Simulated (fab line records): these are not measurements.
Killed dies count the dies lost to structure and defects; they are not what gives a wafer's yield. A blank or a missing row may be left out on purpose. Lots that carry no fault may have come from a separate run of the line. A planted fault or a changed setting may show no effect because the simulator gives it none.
Struck lot and sound lot, side by side || flow n5-finfet || 26 out of 1938 route steps
Sound: the wafers L296.1, L296.5, L296.6. Wafers L310.2, L310.4, L310.5 were the ones struck. The cause comes at the end.
Per side, at each step with rows, come the tool, then ch with its chambers, and then its first start. Under that, the readings that differ: sound wafers || struck wafers || difference of the means || sigmas: that difference in standard deviations of wafers without a fault.
alike: same words and numbers on both sides, and readings whose means sit less than 2 such deviations apart. not compared: any withheld reading, any reading some wafer has no value for, any bound like >300 that may hide the same value, and any number with overlapping values for which the record gives no deviation.
Wherever a step has rows on one side only, a row that says differs or no value, or a row with sigmas, the two part there. Non-overlapping numbers with no deviation appear without sigmas and do not part them. A reading that every wafer of one side lacks parts them only if that side has two wafers or more.

N5_WELL_APT_DESCUM_30: chemistry O2, time 7.9 s.
  sound on rie-diel-06 ch 0,1, day 3 03:25; struck on rie-diel-01 ch 0,1,2, day 6 15:22
  alike: chamber-pressure-mTorr, drypump-motor-current-A, oes-product-au, rf-vpp-V, showerhead-plenum-p-Torr, throttle-valve-pct
  not compared: rf-hours-counter-h
then, 3 steps without rows for these wafers: N5_WELL_APT_IMPLANT_31; N5_WELL_APT_IMPLANT_32; N5_WELL_APT_STRIP_33 (strips in SPM, time 900 s).
N5_WELL_APT_RTA_34: time 10 s.
  sound on rtp-anneal-02 ch 0, day 3 04:16; struck on rtp-anneal-01 ch 0, day 6 16:09
  alike: lamp-power-pct, wafer_temp_C_max
then, 4 steps without rows for these wafers: N5_WELL_APT_OXIDE_STRIP_42 (strips SiO2 in dHF, time 45 s, target depth 12 nm); N5_WELL_APT_PRECLEAN_36 (cleans in O3/DIW, time 45 s); N5_WELL_APT_PRECLEAN_39 (cleans in dHF, time 60 s); N5_WELL_APT_SRD_37 (time 30 s).
N5_WELL_APT_EPI_41: deposits Si from SiH4/H2, target thk 50 nm, time 297.7 s.
  sound on epi-rpcvd-04 ch 0, day 3 04:31; struck on epi-rpcvd-02 ch 0, day 6 16:33
  alike: susceptor-temp-C, throttle-valve-pct
N5_WELL_APT_INSPECT_38: inspects for defects (darkfield).
  sound on defect-inspect-01 at day 3 05:21; struck on defect-inspect-01 at day 6 17:28
  alike: raw-defect-count
N5_PMOS_HMC_CHANNEL_EPI_HM_DEP_34: deposits SiO2 from TEOS/O2, target thk 36 nm, time 6.9 s.
  sound on pecvd-04 ch 1,2, day 3 05:23; struck on pecvd-03 ch 0,2, day 6 17:31
  alike: heater-power-w, showerhead-plenum-p-Torr, susceptor-temp-C, throttle-valve-pct
  not compared: since-wet-clean-h
N5_PMOS_HMC_CHANNEL_EPI_COAT_31: time 60 s, resist thk 66 nm.
  sound on litho-track-03 ch 0, day 3 05:26; struck on litho-track-02 ch 0, day 6 17:34
{"reading": "spin-speed-rpm (rpm)", "sound": "1500.8 1501.5 1500.2", "struck": "1534.9 1533.9 1533.9", "difference": "+33.4", "sigmas": "+36"}
{"reading": "model.BARC_of_PMOS_HMC_CHANNEL_EPI_COAT_31.thk-nm (nm)", "sound": "66.13 65.96 66.33", "struck": "65.01 65.23 65.21", "difference": -0.99, "sigmas": ""}
  alike: resist-line-temp-C
then, 6 steps without rows for these wafers: N5_PMOS_HMC_CHANNEL_EPI_COAT_03 (resist thk 205 nm); N5_PMOS_HMC_CHANNEL_EPI_EBR_05; N5_PMOS_HMC_CHANNEL_EPI_SOFTBAKE_04 (time 60 s); N5_PMOS_HMC_CHANNEL_EPI_EXPOSE_06 (exposes mask PMOS HMC BLK, target cd 240 nm); N5_PMOS_HMC_CHANNEL_EPI_PEB_07 (peb time 60 s); N5_PMOS_HMC_CHANNEL_EPI_DEVELOP_08 (develop time 30 s).
N5_PMOS_HMC_CHANNEL_EPI_CD_MEAS_09 targets a cd of 237.4 nm.
  sound on cd-sem-02 ch 0, day 3 05:47; struck on cd-sem-02 ch 0, day 6 17:49
  alike: cd-nm
N5_PMOS_HMC_CHANNEL_EPI_OVL_MEAS_10:
  sound on overlay-02 ch 0, day 3 05:49; struck on overlay-02 ch 0, day 6 17:51
  alike: PMOS_HMC_BLK_OVL
N5_PMOS_HMC_CHANNEL_EPI_INSPECT_11: inspects for defects (macro).
  sound on defect-inspect-01 at day 3 05:51; struck on defect-inspect-02 at day 6 17:52
  alike: raw-defect-count
N5_PMOS_HMC_CHANNEL_EPI_DESCUM_14: chemistry O2, time 7.9 s.
  sound on rie-diel-03 ch 0,1,2, day 3 05:53; struck on rie-diel-02 ch 0,3, day 6 17:54
  alike: chamber-pressure-mTorr, drypump-motor-current-A, oes-product-au, rf-vpp-V, showerhead-plenum-p-Torr, throttle-valve-pct
  not compared: rf-hours-counter-h
N5_PMOS_HMC_CHANNEL_EPI_ETCH_32: etches BARC in N2/H2, stops on SiO2, target depth 85.8 nm, time 50.3 s.
  sound on rie-diel-03 ch 0,1,2, day 3 05:55; struck on rie-diel-02 ch 0,3, day 6 17:56
{"reading": "model.etch.depth-nm (nm)", "sound": "66.13 65.96 66.33", "struck": "65.01 65.23 65.21", "difference": -0.99, "sigmas": ""}
  alike: chamber-pressure-mTorr, drypump-motor-current-A, oes-product-au, rf-vpp-V, showerhead-plenum-p-Torr, throttle-valve-pct
  not compared: rf-hours-counter-h
then, 1 step without rows for these wafers: N5_PMOS_HMC_CHANNEL_EPI_HM_OPEN_15 (chemistry CHF3/O2, target SiO2, target depth 40.6 nm, time 20.3 s).
-- a jump in the record: the struck wafers' starts before and after are 7 days apart (it breaks off in module PMOS_HMC_CHANNEL_EPI and resumes in module BEOL_M4, where the first step shown is number 1111 of the route) --
N5_BEOL_M4_RC_MEAS_101:
  sound on prober-01 ch 0, day 9 05:26; struck on prober-02 ch 0, day 13 21:31
  alike: DIBL_N, DIBL_P, IOFF_N, IOFF_P, ION_N, ION_P, SS_N, SS_P, VT_N, VT_P

WHERE THEY PART
Within this record, at N5_PMOS_HMC_CHANNEL_EPI_COAT_31 only. Later steps at which nothing parts them and some readings are alike: N5_PMOS_HMC_CHANNEL_EPI_CD_MEAS_09, N5_PMOS_HMC_CHANNEL_EPI_OVL_MEAS_10, N5_PMOS_HMC_CHANNEL_EPI_INSPECT_11, N5_PMOS_HMC_CHANNEL_EPI_DESCUM_14, N5_PMOS_HMC_CHANNEL_EPI_ETCH_32, N5_BEOL_M4_RC_MEAS_101.

WHY: the cause the simulator had injected
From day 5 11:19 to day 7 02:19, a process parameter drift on litho-track-02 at N5_PMOS_HMC_CHANNEL_EPI_COAT_31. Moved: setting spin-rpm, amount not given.
